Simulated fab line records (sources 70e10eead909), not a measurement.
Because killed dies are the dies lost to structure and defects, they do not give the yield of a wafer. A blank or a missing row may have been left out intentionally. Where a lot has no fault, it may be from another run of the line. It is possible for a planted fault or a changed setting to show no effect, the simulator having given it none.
fab line records	flow nandHarc
record lots=14	wafers=41	lastDay=34
route steps=1302 shown P_BONDPAD@385 A_START@389 A_SOURCE_PLATE@417 END@1302
lots untouched by any fault: they come from a run of this same line in which no faults occurred
startH: hours from the record's opening day to when the first of the lot's shown wafers began	waitH: hours from the lot's prior step to this one	" identical to the entry in the row above	L1.1+2: several wafers, shown together as one row	- no value, or no start was given	* or withheld: withheld	< > ~ a bound
route shown NAME@n: NAME is a module with steps in the file, n the number in the route of the first one	usual: mean/standard deviation of fault-free wafers	same: alike in all rows	chamber/n: place in a boat	sites: per-site readings	_std_site: how widely they spread, as a standard deviation	_edge_site: inner sites' mean taken away from outer sites' mean	radiusMm: how far each site lies from the wafer's centre	mask NAME#n: copy n	behind: the tool/chamber that last shaped the wafer	hold: cause of the lot's hold/its duration in hours/its outcome	device: which transistor (n, p or np) failed to switch	end of line: the same wafers' tests at the end of the route	a step without rows: its recipe alone	killed: not the wafer's yield, but the dies lost to structure and defects at the first sort	map: per-die view of a wafer (x killed, . not killed, _ where there is no die)
set.NAME: the setting as run; set.NAME@STEP: as run at that earlier step	model.NAME: the simulator's own value behind a step, which no gauge read
one table for each step of the route and one row for each wafer, over a sample of lots
services: from which hour (startH, from the record's first day; less than 0 if before it) a tool's chamber was out of use, for how many hours, and why
## steps
# step NHARC_P_BONDPAD_INSPECT_23
# usual rawDefectCount=318/110
lot.wafer	tool	chamber	startH	waitH	rawDefectCount
L272.1	defectInspect-01	-	146.91	0.0	247
L272.2	"	-	"	"	224
L272.4	"	-	"	"	284
L273.4	defectInspect-02	-	147.53	0.0	322
L273.5	"	-	"	"	412
L273.6	"	-	"	"	229
L274.3	defectInspect-01	-	156.99	0.0	330
L274.4	"	-	"	"	235
L274.5	"	-	"	"	202
L275.1	defectInspect-02	-	171.55	0.0	300
L275.3	"	-	"	"	266
L275.5	"	-	"	"	172
L277.2	defectInspect-02	-	183.01	0.0	333
L277.4	"	-	"	"	317
L277.6	"	-	"	"	322
L276.3	defectInspect-01	-	183.79	0.0	346
L276.5	"	-	"	"	274
L276.6	"	-	"	"	160
L282.2	defectInspect-01	-	236.78	0.0	523
L282.4	"	-	"	"	274
L282.6	"	-	"	"	355
L285.1	defectInspect-02	-	268.99	0.0	458
L285.2	"	-	"	"	410
L288.3	defectInspect-02	-	295.65	0.0	224
L288.5	"	-	"	"	366
L288.6	"	-	"	"	414
L291.4	defectInspect-02	-	324.74	0.0	286
L291.5	"	-	"	"	395
L291.6	"	-	"	"	205
L292.3	defectInspect-02	-	335.39	0.0	264
L292.5	"	-	"	"	805
L292.6	"	-	"	"	365
L294.1	defectInspect-01	-	350.61	0.0	402
L294.2	"	-	"	"	336
L294.6	"	-	"	"	259
L293.1	defectInspect-02	-	351.85	0.0	382
L293.2	"	-	"	"	315
L293.6	"	-	"	"	287
L295.3	defectInspect-02	-	363.50	0.0	421
L295.4	"	-	"	"	467
L295.5	"	-	"	"	698
# step NHARC_A_START_INSPECT_01
# usual rawDefectCount=3.4/1.9
lot.wafer	tool	chamber	startH	waitH	rawDefectCount
L272.1	defectInspect-02	-	147.38	-	7
L272.2	"	-	"	"	2
L272.4	"	-	"	"	1
L273.4	defectInspect-02	-	148.00	-	2
L273.5	"	-	"	"	4
L273.6	"	-	"	"	7
L274.3	defectInspect-01	-	157.45	-	0
L274.4	"	-	"	"	6
L274.5	"	-	"	"	1
L275.1	defectInspect-02	-	172.04	-	6
L275.3	"	-	"	"	7
L275.5	"	-	"	"	1
L277.2	defectInspect-02	-	183.48	-	6
L277.4	"	-	"	"	5
L277.6	"	-	"	"	1
L276.3	defectInspect-02	-	184.26	-	2
L276.5	"	-	"	"	3
L276.6	"	-	"	"	3
L282.2	defectInspect-01	-	237.25	-	3
L282.4	"	-	"	"	3
L282.6	"	-	"	"	3
L285.1	defectInspect-02	-	269.47	-	4
L285.2	"	-	"	"	3
L288.3	defectInspect-01	-	296.13	-	4
L288.5	"	-	"	"	3
L288.6	"	-	"	"	2
L291.4	defectInspect-01	-	325.22	-	6
L291.5	"	-	"	"	2
L291.6	"	-	"	"	9
L292.3	defectInspect-02	-	335.86	-	6
L292.5	"	-	"	"	4
L292.6	"	-	"	"	3
L294.1	defectInspect-02	-	351.11	-	3
L294.2	"	-	"	"	1
L294.6	"	-	"	"	2
L293.1	defectInspect-01	-	352.31	-	1
L293.2	"	-	"	"	4
L293.6	"	-	"	"	4
L295.3	defectInspect-02	-	363.97	-	4
L295.4	"	-	"	"	1
L295.5	"	-	"	"	0
# step NHARC_A_SOURCE_PLATE_PVD_04
# recipe targetThkA=500	material=WSi2
lot.wafer	tool	chamber	startH	waitH
L273.4+6+5	pvdSputter-02	-	156.60	0.1
L272.4+2+1	pvdSputter-03	-	156.60	0.1
L274.3+4+5	pvdSputter-02	-	166.54	0.1
L275.1+3+5	pvdSputter-01	-	181.59	0.1
L277.4+2+6	pvdSputter-03	-	193.86	0.1
L276.3+5+6	pvdSputter-01	-	193.86	0.1
L282.4+2+6	pvdSputter-03	-	247.90	0.1
L285.1+2	pvdSputter-03	-	279.80	0.1
L288.3+6+5	pvdSputter-02	-	306.11	0.1
L291.4+5+6	pvdSputter-02	-	333.71	0.1
L292.3+6+5	pvdSputter-03	-	345.60	0.1
L294.2+1+6	pvdSputter-02	-	360.82	0.1
L293.1+2+6	pvdSputter-01	-	360.82	0.1
L295.3+4+5	pvdSputter-01	-	373.04	0.1
# step NHARC_A_SOURCE_PLATE_THK_MEAS_06
# recipe thkMeasGauge=ellipsometry
# usual thkNm=199.3/2.2
lot.wafer	tool	chamber	startH	waitH	thkNm
L272.1	filmMetro-01	-	170.01	0.4	203.2
L272.2	"	-	"	"	200.2
L272.4	"	-	"	"	201.8
L273.4	filmMetro-02	-	170.01	0.4	199.7
L273.5	"	-	"	"	199.4
L273.6	"	-	"	"	199.3
L274.3	filmMetro-02	-	179.69	0.4	202.1
L274.4	"	-	"	"	200.1
L274.5	"	-	"	"	200.6
L275.1	filmMetro-01	-	196.64	0.4	199.3
L275.3	"	-	"	"	198.2
L275.5	"	-	"	"	199.8
L277.2	filmMetro-02	-	206.39	0.4	201.7
L277.4	"	-	"	"	202.4
L277.6	"	-	"	"	204.6
L276.3	filmMetro-01	-	206.39	0.4	199.1
L276.5	"	-	"	"	198.4
L276.6	"	-	"	"	200.6
L282.2	filmMetro-01	-	262.79	0.4	198.1
L282.4	"	-	"	"	196.3
L282.6	"	-	"	"	197.6
L285.1	filmMetro-02	-	292.85	0.4	198.6
L285.2	"	-	"	"	198.5
L288.3	filmMetro-02	-	320.84	0.4	201.6
L288.5	"	-	"	"	201.3
L288.6	"	-	"	"	203.8
L291.4	filmMetro-02	-	346.76	0.4	194.3
L291.5	"	-	"	"	198.2
L291.6	"	-	"	"	196.8
L292.3	filmMetro-02	-	357.92	0.4	197.4
L292.5	"	-	"	"	201.2
L292.6	"	-	"	"	199.4
L293.1	filmMetro-02	-	373.82	0.4	199.5
L293.2	"	-	"	"	196.0
L293.6	"	-	"	"	200.0
L294.1	filmMetro-02	-	373.83	0.4	199.0
L294.2	"	-	"	"	199.2
L294.6	"	-	"	"	197.7
L295.3	filmMetro-02	-	388.18	2.5	197.0
L295.4	"	-	"	"	197.2
L295.5	"	-	"	"	198.1
# step NHARC_A_SOURCE_PLATE_INSPECT_08
# usual rawDefectCount=58/23
lot.wafer	tool	chamber	startH	waitH	hold	rawDefectCount
L272.1	defectInspect-02	-	170.07	0.0	-	77
L272.2	"	-	"	"	-	48
L272.4	"	-	"	"	-	130
L273.4	defectInspect-01	-	170.07	0.0	-	65
L273.5	"	-	"	"	-	49
L273.6	"	-	"	"	-	55
L274.3	defectInspect-01	-	179.78	0.0	-	58
L274.4	"	-	"	"	-	57
L274.5	"	-	"	"	-	58
L275.1	defectInspect-01	-	196.75	0.0	-	34
L275.3	"	-	"	"	-	43
L275.5	"	-	"	"	-	50
L277.2	defectInspect-01	-	206.45	0.0	-	41
L277.4	"	-	"	"	-	34
L277.6	"	-	"	"	-	45
L276.3	defectInspect-02	-	206.45	0.0	-	37
L276.5	"	-	"	"	-	56
L276.6	"	-	"	"	-	69
L282.2	defectInspect-02	-	262.90	0.0	awaitDispo/0.2h/release	614
L282.4	"	-	"	"	awaitDispo/0.2h/release	609
L282.6	"	-	"	"	awaitDispo/0.2h/release	631
L282.2	defectInspect-02	-	263.07	0.2	-	634
L282.4	"	-	"	"	-	603
L282.6	"	-	"	"	-	633
L285.1	defectInspect-02	-	292.95	0.0	awaitDispo/0.2h/release	673
L285.2	"	-	"	"	awaitDispo/0.2h/release	630
L285.1	defectInspect-02	-	293.12	0.2	-	671
L285.2	"	-	"	"	-	625
L288.3	defectInspect-02	-	320.92	0.1	-	119
L288.5	"	-	"	"	-	105
L288.6	"	-	"	"	-	93
L291.4	defectInspect-02	-	346.82	0.0	-	49
L291.5	"	-	"	"	-	64
L291.6	"	-	"	"	-	89
L292.3	defectInspect-01	-	358.02	0.0	-	62
L292.5	"	-	"	"	-	67
L292.6	"	-	"	"	-	32
L293.1	defectInspect-02	-	373.88	0.0	-	21
L293.2	"	-	"	"	-	35
L293.6	"	-	"	"	-	33
L294.1	defectInspect-01	-	373.89	0.0	-	32
L294.2	"	-	"	"	-	17
L294.6	"	-	"	"	-	51
L295.3	defectInspect-02	-	388.25	0.0	-	89
L295.4	"	-	"	"	-	67
L295.5	"	-	"	"	-	48
# step NHARC_END_SORT_01
# recipe tempC=25
# usual defectLimitedYield=91.0/2.6	killedAtArray=57/17	killedAtOther=0.5/0.82	killedAtPeriphery=4.0/2.8	killedDies=61/18	killedOpen=2.9/2	killedShort=2.3/1.7
# same grossDies=677
lot.wafer	tool	chamber	startH	waitH	defectLimitedYield[%]	killedAtArray	killedAtOther	killedAtPeriphery	killedDies	killedOpen	killedShort
L272.1	prober-01	0	577.16	2.5	94.1	37	1	2	40	4	1
L272.2	prober-01	0	577.95	2.8	95.1	30	0	3	33	1	2
L272.4	prober-01	0	579.54	3.4	94.1	36	2	2	40	0	5
L273.4	prober-02	0	579.54	3.4	89.8	66	0	3	69	3	3
L273.5	prober-02	0	580.35	3.7	89.2	72	0	1	73	0	2
L273.6	prober-02	0	581.16	4.0	89.5	69	1	1	71	1	3
L274.3	prober-01	0	591.94	3.1	91.1	56	1	3	60	5	0
L274.4	prober-01	0	592.72	3.4	87.0	84	2	2	88	3	2
L274.5	prober-01	0	593.51	3.6	88.9	68	1	6	75	4	3
L277.2	prober-01	0	607.60	2.8	90.7	59	0	4	63	4	2
L277.4	prober-01	0	609.20	3.4	92.5	45	1	5	51	3	2
L277.6	prober-01	0	610.80	4.0	92.0	46	0	8	54	5	4
L276.3	prober-02	0	608.49	3.1	90.3	59	1	6	66	3	1
L276.5	prober-02	0	610.11	3.7	89.5	67	0	4	71	4	1
L276.6	prober-02	0	610.92	4.1	90.1	64	2	1	67	3	1
L275.1	prober-01	0	614.61	2.5	89.8	64	1	4	69	2	1
L275.3	prober-01	0	616.20	3.1	89.8	65	0	4	69	6	3
L275.5	prober-01	0	617.78	3.7	89.5	66	0	5	71	1	2
L288.3	prober-01	0	719.62	3.1	91.7	53	0	3	56	2	0
L288.5	prober-01	0	721.23	3.7	88.0	77	0	4	81	7	5
L288.6	prober-01	0	722.03	4.0	92.2	51	0	2	53	3	1
L291.4	prober-02	0	746.37	3.4	87.7	77	4	2	83	4	1
L291.5	prober-02	0	747.18	3.8	87.4	77	0	8	85	4	0
L291.6	prober-02	0	748.00	4.1	91.3	54	1	4	59	3	2
L292.3	prober-01	0	774.16	3.1	90.7	60	1	2	63	1	1
L292.5	prober-01	0	775.80	3.8	89.7	66	0	4	70	4	1
L292.6	prober-01	0	776.62	4.1	90.4	61	3	1	65	3	1
L294.1	prober-02	0	792.92	2.5	87.6	77	1	6	84	5	6
L294.2	prober-02	0	793.71	2.8	90.8	58	0	4	62	3	1
L294.6	prober-02	0	796.87	4.0	91.1	58	1	1	60	2	3
L293.1	prober-02	0	803.20	2.5	88.8	68	0	8	76	1	4
L293.2	prober-02	0	804.00	2.8	89.2	62	0	11	73	8	1
L293.6	prober-02	0	807.24	4.0	87.0	81	0	7	88	0	3
L295.3	prober-01	0	804.77	3.1	95.3	31	0	1	32	4	0
L295.4	prober-01	0	805.57	3.4	92.3	41	2	9	52	4	5
L295.5	prober-01	0	806.38	3.7	94.1	35	2	3	40	0	1
# killed by level:class
L272.1 A_SLIT:chamberFilmFlake=22 A_CHANNEL_HOLE_D2:chamberFilmFlake=4 A_STAIRCASE:chamberFilmFlake=3 A_WL_FILL:chamberFilmFlake=2 P_STI:geometricParticle:short=1 A_ONON_D1:geometricParticle:open=1 A_BLC:geometricParticle:open=1 A_M1:geometricParticle:open=1
L272.2 A_SLIT:chamberFilmFlake=20 A_CHANNEL_HOLE_D2:chamberFilmFlake=3 P_GATE:chamberFilmFlake=2 A_CONTACT:chamberFilmFlake=2 A_WL_FILL:geometricParticle:short=1 A_WL_FILL:geometricParticle:open=1 A_M1:geometricParticle:short=1 P_M1:chamberFilmFlake=1
L272.4 A_SLIT:chamberFilmFlake=22 A_WL_FILL:chamberFilmFlake=3 A_WL_FILL:geometricParticle:short=2 A_DECK1_JOINT:chamberFilmFlake=2 A_CHANNEL_HOLE_D2:chamberFilmFlake=2 THIN_TSV:chamberFilmFlake=2 P_CONTACT:geometricParticle:short=1 A_ONON_D2:geometricParticle:short=1
L273.4 A_CHANNEL_HOLE_D1:chamberFilmFlake=30 A_CHANNEL_HOLE_D2:chamberFilmFlake=21 A_CONTACT:chamberFilmFlake=4 P_GATE:chamberFilmFlake=2 A_SOURCE_PLATE:geometricParticle:open=1 A_CHANNEL_FILL_D1:geometricParticle:open=1 A_DECK1_JOINT:geometricParticle:short=1 A_ONON_D2:geometricParticle:open=1
L273.5 A_CHANNEL_HOLE_D1:chamberFilmFlake=35 A_CHANNEL_HOLE_D2:chamberFilmFlake=19 A_STAIRCASE:chamberFilmFlake=4 A_CONTACT:chamberFilmFlake=4 A_WL_FILL:chamberFilmFlake=3 A_DECK1_JOINT:chamberFilmFlake=2 A_SGD_CUT:chamberFilmFlake=2 A_CHANNEL_FILL_D2:geometricParticle:short=1
L273.6 A_CHANNEL_HOLE_D2:chamberFilmFlake=37 A_CHANNEL_HOLE_D1:chamberFilmFlake=18 A_CONTACT:chamberFilmFlake=6 A_WL_FILL:geometricParticle:short=2 A_STAIRCASE:chamberFilmFlake=2 A_CHANNEL_FILL_D2:geometricParticle:short=1 A_M0:geometricParticle:open=1 P_GATE:chamberFilmFlake=1
L274.3 A_SLIT:chamberFilmFlake=22 A_CHANNEL_HOLE_D1:chamberFilmFlake=12 A_CHANNEL_HOLE_D2:chamberFilmFlake=11 A_STAIRCASE:chamberFilmFlake=3 P_GATE:chamberFilmFlake=2 A_CHANNEL_FILL_D2:geometricParticle:open=1 A_WL_FILL:geometricParticle:open=1 A_BLC:geometricParticle:open=1
L274.4 A_CHANNEL_HOLE_D1:chamberFilmFlake=28 A_CHANNEL_HOLE_D2:chamberFilmFlake=22 A_SLIT:chamberFilmFlake=19 A_STAIRCASE:chamberFilmFlake=5 A_CHANNEL_FILL_D2:geometricParticle:open=2 A_SGD_CUT:chamberFilmFlake=2 THIN_TSV:chamberFilmFlake=2 A_DECK1_JOINT:geometricParticle:short=1
L274.5 A_SLIT:chamberFilmFlake=22 A_CHANNEL_HOLE_D1:chamberFilmFlake=16 A_CHANNEL_HOLE_D2:chamberFilmFlake=8 A_STAIRCASE:chamberFilmFlake=6 P_GATE:chamberFilmFlake=3 A_DECK1_JOINT:chamberFilmFlake=3 A_SGD_CUT:geometricParticle:open=2 P_ZERO_WELL:chamberFilmFlake=2
L277.2 A_SLIT:chamberFilmFlake=27 A_CHANNEL_HOLE_D2:chamberFilmFlake=11 A_CONTACT:chamberFilmFlake=6 P_M2:chamberFilmFlake=2 A_CHANNEL_FILL_D1:chamberFilmFlake=2 A_STAIRCASE:chamberFilmFlake=2 A_WL_FILL:chamberFilmFlake=2 A_BONDPAD:chamberFilmFlake=2
L276.3 A_CHANNEL_HOLE_D2:chamberFilmFlake=24 A_CHANNEL_HOLE_D1:chamberFilmFlake=22 A_SLIT:chamberFilmFlake=4 P_STI:chamberFilmFlake=3 A_CONTACT:chamberFilmFlake=3 A_CHANNEL_FILL_D1:chamberFilmFlake=2 P_M0:geometricParticle:open=1 A_CONTACT:geometricParticle:open=1
L277.4 A_SLIT:chamberFilmFlake=26 A_CHANNEL_HOLE_D2:chamberFilmFlake=5 A_CONTACT:chamberFilmFlake=5 P_ZERO_WELL:chamberFilmFlake=3 A_ONON_D1:geometricParticle:short=2 P_M2:chamberFilmFlake=2 A_SGD_CUT:geometricParticle:open=1 A_WL_FILL:geometricParticle:open=1
L276.5 A_CHANNEL_HOLE_D2:chamberFilmFlake=32 A_CHANNEL_HOLE_D1:chamberFilmFlake=21 A_CONTACT:chamberFilmFlake=5 A_STAIRCASE:chamberFilmFlake=3 P_GATE:chamberFilmFlake=2 P_M2:geometricParticle:open=1 A_SOURCE_PLATE:geometricParticle:open=1 A_CHANNEL_FILL_D2:geometricParticle:short=1
L277.6 A_SLIT:chamberFilmFlake=17 A_CHANNEL_HOLE_D2:chamberFilmFlake=10 A_CHANNEL_FILL_D2:chamberFilmFlake=4 A_CONTACT:chamberFilmFlake=4 A_ONON_D1:geometricParticle:open=3 P_CONTACT:geometricParticle:short=2 P_ZERO_WELL:chamberFilmFlake=2 P_M2:chamberFilmFlake=2
L276.6 A_CHANNEL_HOLE_D1:chamberFilmFlake=33 A_CHANNEL_HOLE_D2:chamberFilmFlake=19 A_CONTACT:chamberFilmFlake=6 A_M0:geometricParticle:open=2 THIN_TSV:chamberFilmFlake=2 A_CHANNEL_FILL_D2:geometricParticle:open=1 A_STAIRCASE:geometricParticle:short=1 P_STI:chamberFilmFlake=1
L275.1 A_CHANNEL_HOLE_D2:chamberFilmFlake=29 A_SLIT:chamberFilmFlake=28 A_CHANNEL_HOLE_D1:chamberFilmFlake=5 P_ZERO_WELL:chamberFilmFlake=2 P_CONTACT:chamberFilmFlake=2 A_SGD_CUT:geometricParticle:open=1 A_M0:geometricParticle:open=1 STARTING-WAFER:geometricParticle:short=1
L275.3 A_SLIT:chamberFilmFlake=27 A_CHANNEL_HOLE_D2:chamberFilmFlake=19 A_CONTACT:chamberFilmFlake=5 A_M0:geometricParticle:open=3 A_CHANNEL_HOLE_D1:chamberFilmFlake=2 P_M2:geometricParticle:short=1 A_DECK1_JOINT:geometricParticle:short=1 A_ONON_D2:geometricParticle:open=1
L275.5 A_CHANNEL_HOLE_D2:chamberFilmFlake=32 A_SLIT:chamberFilmFlake=26 A_CONTACT:chamberFilmFlake=3 P_ZERO_WELL:chamberFilmFlake=2 P_M0:geometricParticle:short=1 A_CHANNEL_HOLE_D1:geometricParticle:short=1 A_ONON_D2:geometricParticle:open=1 P_GATE:chamberFilmFlake=1
L288.3 A_CHANNEL_HOLE_D2:chamberFilmFlake=26 A_CHANNEL_HOLE_D1:chamberFilmFlake=17 P_M1:chamberFilmFlake=3 A_SLIT:chamberFilmFlake=3 A_STAIRCASE:chamberFilmFlake=2 A_SOURCE_PLATE:geometricParticle:open=1 A_BLC:geometricParticle:open=1 A_WL_FILL:chamberFilmFlake=1
L288.5 A_CHANNEL_HOLE_D1:chamberFilmFlake=33 A_CHANNEL_HOLE_D2:chamberFilmFlake=28 A_CONTACT:chamberFilmFlake=4 A_ONON_D2:geometricParticle:open=3 A_SLIT:chamberFilmFlake=2 P_M0:geometricParticle:short=1 P_M1:geometricParticle:open=1 A_SOURCE_PLATE:geometricParticle:open=1
L288.6 A_CHANNEL_HOLE_D2:chamberFilmFlake=24 A_CHANNEL_HOLE_D1:chamberFilmFlake=20 A_CONTACT:chamberFilmFlake=2 P_M0:geometricParticle:open=1 A_CHANNEL_FILL_D1:geometricParticle:open=1 A_SGD_CUT:geometricParticle:open=1 A_WL_FILL:geometricParticle:short=1 P_M1:chamberFilmFlake=1
L291.4 A_CHANNEL_HOLE_D1:chamberFilmFlake=34 A_SLIT:chamberFilmFlake=31 A_STAIRCASE:chamberFilmFlake=4 THIN_TSV:chamberFilmFlake=4 A_CONTACT:chamberFilmFlake=3 P_M2:chamberFilmFlake=2 A_ONON_D1:geometricParticle:open=1 A_CHANNEL_FILL_D1:geometricParticle:open=1
L291.5 A_CHANNEL_HOLE_D1:chamberFilmFlake=36 A_SLIT:chamberFilmFlake=33 P_M2:chamberFilmFlake=7 A_STAIRCASE:chamberFilmFlake=4 P_GATE:geometricParticle:open=1 A_CHANNEL_FILL_D2:geometricParticle:open=1 A_BLC:geometricParticle:open=1 A_M0:geometricParticle:open=1
L291.6 A_SLIT:chamberFilmFlake=26 A_CHANNEL_HOLE_D1:chamberFilmFlake=15 A_CONTACT:chamberFilmFlake=6 A_CHANNEL_HOLE_D2:chamberFilmFlake=2 A_STAIRCASE:chamberFilmFlake=2 P_M0:geometricParticle:short=1 P_M1:geometricParticle:short=1 A_CHANNEL_HOLE_D1:geometricParticle:open=1
L292.3 A_SLIT:chamberFilmFlake=33 A_CHANNEL_HOLE_D1:chamberFilmFlake=13 A_CONTACT:chamberFilmFlake=3 A_CHANNEL_HOLE_D2:chamberFilmFlake=3 A_WL_FILL:chamberFilmFlake=3 A_SGD_CUT:chamberFilmFlake=2 P_M0:geometricParticle:short=1 A_CONTACT:geometricParticle:open=1
L292.5 A_SLIT:chamberFilmFlake=34 A_CHANNEL_HOLE_D1:chamberFilmFlake=19 A_CHANNEL_HOLE_D2:chamberFilmFlake=4 P_BONDPAD:chamberFilmFlake=2 A_STAIRCASE:chamberFilmFlake=2 A_CONTACT:chamberFilmFlake=2 P_CONTACT:geometricParticle:open=1 P_M2:geometricParticle:short=1
L292.6 A_SLIT:chamberFilmFlake=35 A_CHANNEL_HOLE_D1:chamberFilmFlake=14 A_STAIRCASE:chamberFilmFlake=4 A_CONTACT:chamberFilmFlake=3 THIN_TSV:chamberFilmFlake=3 A_ONON_D1:geometricParticle:open=2 A_CHANNEL_FILL_D1:geometricParticle:short=1 A_DECK1_JOINT:geometricParticle:open=1
L294.1 A_CHANNEL_HOLE_D2:chamberFilmFlake=34 A_CONTACT:chamberFilmFlake=19 A_SLIT:chamberFilmFlake=5 A_M1:chamberFilmFlake=4 A_CHANNEL_FILL_D1:chamberFilmFlake=3 P_ZERO_WELL:chamberFilmFlake=2 P_CONTACT:geometricParticle:short=1 P_CONTACT:geometricParticle:open=1
L294.2 A_CHANNEL_HOLE_D2:chamberFilmFlake=28 A_CONTACT:chamberFilmFlake=14 A_SLIT:chamberFilmFlake=5 A_CHANNEL_FILL_D1:chamberFilmFlake=2 A_DECK1_JOINT:chamberFilmFlake=2 A_STAIRCASE:chamberFilmFlake=2 A_WL_FILL:chamberFilmFlake=2 P_GATE:geometricParticle:open=1
L294.6 A_CHANNEL_HOLE_D2:chamberFilmFlake=24 A_CONTACT:chamberFilmFlake=15 A_SLIT:chamberFilmFlake=7 A_CHANNEL_FILL_D1:geometricParticle:short=2 A_CHANNEL_HOLE_D1:chamberFilmFlake=2 A_CHANNEL_FILL_D1:chamberFilmFlake=2 A_M1:chamberFilmFlake=2 A_CHANNEL_FILL_D1:geometricParticle:open=1
L293.1 A_CHANNEL_HOLE_D2:chamberFilmFlake=22 A_SLIT:chamberFilmFlake=21 A_CHANNEL_HOLE_D1:chamberFilmFlake=8 P_CONTACT:chamberFilmFlake=4 A_STAIRCASE:chamberFilmFlake=4 P_ZERO_WELL:chamberFilmFlake=3 A_WL_FILL:chamberFilmFlake=3 A_CONTACT:chamberFilmFlake=3
L293.2 A_CHANNEL_HOLE_D2:chamberFilmFlake=22 A_SLIT:chamberFilmFlake=15 A_CHANNEL_HOLE_D1:chamberFilmFlake=9 P_CONTACT:chamberFilmFlake=4 A_M0:geometricParticle:open=3 P_ZERO_WELL:chamberFilmFlake=3 A_ZERO_WELL:chamberFilmFlake=3 A_CONTACT:chamberFilmFlake=3
L295.3 A_CHANNEL_HOLE_D1:chamberFilmFlake=15 A_SLIT:chamberFilmFlake=4 A_CHANNEL_HOLE_D2:chamberFilmFlake=3 A_CONTACT:chamberFilmFlake=3 A_M1:chamberFilmFlake=2 P_M0:geometricParticle:open=1 A_ONON_D1:geometricParticle:open=1 A_CHANNEL_FILL_D1:geometricParticle:open=1
L295.4 A_CHANNEL_HOLE_D1:chamberFilmFlake=19 A_SLIT:chamberFilmFlake=6 A_CONTACT:chamberFilmFlake=6 P_CONTACT:geometricParticle:open=3 P_M2:chamberFilmFlake=3 P_ZERO_WELL:chamberFilmFlake=2 A_M1:chamberFilmFlake=2 THIN_TSV:chamberFilmFlake=2
L295.5 A_CHANNEL_HOLE_D1:chamberFilmFlake=20 A_CONTACT:chamberFilmFlake=7 A_SLIT:chamberFilmFlake=4 THIN_TSV:chamberFilmFlake=2 A_CHANNEL_HOLE_D2:geometricParticle:short=1 P_ZERO_WELL:chamberFilmFlake=1 P_GATE:chamberFilmFlake=1 P_M2:chamberFilmFlake=1
L293.6 A_SLIT:chamberFilmFlake=31 A_CHANNEL_HOLE_D2:chamberFilmFlake=20 A_CHANNEL_HOLE_D1:chamberFilmFlake=18 A_STAIRCASE:chamberFilmFlake=6 P_CONTACT:chamberFilmFlake=5 P_ZERO_WELL:chamberFilmFlake=2 A_CONTACT:chamberFilmFlake=2 A_ONON_D1:geometricParticle:short=1
## services
tool	chamber	startH	hours	kind
pvdSputter-03	-	170.06	10.0	pm
pvdSputter-03	-	199.81	7.9	repair
pvdSputter-01	-	226.00	10.0	pm
pvdSputter-02	-	282.00	10.0	pm
pvdSputter-03	-	285.83	1.8	repair
pvdSputter-01	-	286.64	3.5	repair
pvdSputter-03	-	348.06	10.0	pm
## key
firstSign step=NHARC_A_SOURCE_PLATE_INSPECT_08	reading=visit	direction=added
effect step=NHARC_A_SOURCE_PLATE_INSPECT_08	reading=rawDefectCount	direction=up	sigmas=25	usual=58	struck=631
metAt NHARC_A_SOURCE_PLATE_PVD_04
struckLots L282,L285
scrappedBehind NHARC_A_CHANNEL_HOLE_D1_INSPECT_12 L282.2,L282.4,L282.6,L285.1,L285.2
notActingAt NHARC_P_BONDPAD_INSPECT_23,NHARC_A_START_INSPECT_01,NHARC_A_SOURCE_PLATE_THK_MEAS_06
onsetBetween 193.86 247.90
fault kind=chamberParticleSource	tool=pvdSputter-03	chamber=-	onsetH=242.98	steps=NHARC_A_SOURCE_PLATE_PVD_04	ratePerVisitCm2=0.8677	endH=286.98
